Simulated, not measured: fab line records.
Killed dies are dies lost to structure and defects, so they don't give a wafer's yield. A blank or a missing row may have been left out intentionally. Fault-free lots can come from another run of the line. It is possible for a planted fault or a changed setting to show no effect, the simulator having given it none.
Chamber matching	flow n5 finfet	N5_FIN_CUT_CUT_ETCH_28 on rie si-01: 4 sister chambers
The step etches Si in HBr/Cl2/O2, target depth 6 nm, time 2.4 s. 8 wafers are shown with their chamber, then 8 later ones without.

== WAFERS PAIRED WITH THEIR CHAMBERS ==
wafer	chamber	throttle valve pct (%)	oes product au (a.u.)
L079.4	3	37.04	1.028
L079.5	2	37.33	1.006
L081.1	2	37.32	0.994
L081.4	3	37.04	1.028
L085.3	0	37.20	0.994
L085.4	1	37.42	0.988
L085.5	0	37.20	0.996
L090.1	1	37.39	0.989

== WAFERS WHOSE CHAMBER IS MISSING ==
wafer	throttle valve pct (%)	oes product au (a.u.)
L090.5	36.87	1.024
L090.6	37.32	0.995
L093.2	37.19	1.004
L093.3	37.30	1.003
L093.4	37.41	0.984
L097.1	37.41	0.981
L097.2	37.31	0.998
L097.5	37.41	0.982

== CHAMBER TAKEN BY EACH ==
wafer	from the rows above	in truth
L090.5	3	3
L090.6	2	2
L093.2	0	0
L093.3	2	2
L093.4	1	1
L097.1	1	1
L097.2	2	2
L097.5	1	1
Placed correctly: 8 of 8. Number that these rows cannot place: 0. 0 placed wrongly.
How it was worked out, from the rows above alone: a wafer's distance from a chamber is the root of the sum, over the readings, of the square of ((its reading less the chamber's mean) divided by the reading's scatter). If the next closest chamber is less than 2 further off than the closest, the wafer can't be placed; otherwise it belongs to the closest. Each chamber's mean is taken over the wafers shown for it. The scatter: take each reading less its chamber's mean, square it, sum over the shown wafers, divide by the number of wafers less the number of chambers, and take the root.
